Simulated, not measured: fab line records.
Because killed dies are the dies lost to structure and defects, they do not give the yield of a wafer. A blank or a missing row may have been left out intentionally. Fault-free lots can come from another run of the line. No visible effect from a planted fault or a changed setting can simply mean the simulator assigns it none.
Matching of chambers :: flow nand-harc :: pecvd-01 running NHARC_A_STAIRCASE_DEP_417: 3 sister chambers
The step deposits Si3N4, target thk 60 nm. 3 wafers are shown with their chamber, then 10 later ones without.

WAFERS WITH THEIR CHAMBER
wafer: L083.6
chamber: 1
heater-power-outer-w (W): 318

wafer: L087.1
chamber: 2
heater-power-outer-w (W): 452

wafer: L087.2
chamber: 0
heater-power-outer-w (W): 417

WAFERS WITH NO CHAMBER GIVEN
wafer: L087.3
heater-power-outer-w (W): 415

wafer: L091.1
heater-power-outer-w (W): 446

wafer: L091.5
heater-power-outer-w (W): 394

wafer: L091.6
heater-power-outer-w (W): 452

wafer: L094.4
heater-power-outer-w (W): 484

wafer: L094.5
heater-power-outer-w (W): 438

wafer: L094.6
heater-power-outer-w (W): 425

wafer: L093.2
heater-power-outer-w (W): 440

wafer: L093.3
heater-power-outer-w (W): 472

wafer: L093.4
heater-power-outer-w (W): 442

EACH ONE'S CHAMBER
wafer: L087.3
from the rows above: 0
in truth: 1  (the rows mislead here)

wafer: L091.1
from the rows above: can't be placed: 2 or 0
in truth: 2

wafer: L091.5
from the rows above: 0
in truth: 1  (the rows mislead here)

wafer: L091.6
from the rows above: 2
in truth: 2

wafer: L094.4
from the rows above: 2
in truth: 2

wafer: L094.5
from the rows above: can't be placed: 2 or 0
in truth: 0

wafer: L094.6
from the rows above: can't be placed: 0 or 2
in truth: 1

wafer: L093.2
from the rows above: can't be placed: 2 or 0
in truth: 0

wafer: L093.3
from the rows above: 2
in truth: 2

wafer: L093.4
from the rows above: can't be placed: 2 or 0
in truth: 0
Correct placement for 3 of the 10. Can't be placed from these rows: 5 (the true chamber is among the candidates in 4). 2 placed wrongly.
How it was worked out, from the rows above alone: a wafer's distance from a chamber is the root of the sum, over the readings, of the square of ((its reading less the chamber's mean) divided by the reading's scatter). If the next closest chamber is less than 2 further off than the closest, the wafer can't be placed; otherwise it belongs to the closest. A chamber's mean is the mean of its shown wafers. The scatter: with one shown wafer a chamber, the root of the mean of the squares of how far each hidden wafer lies from its nearest shown one.
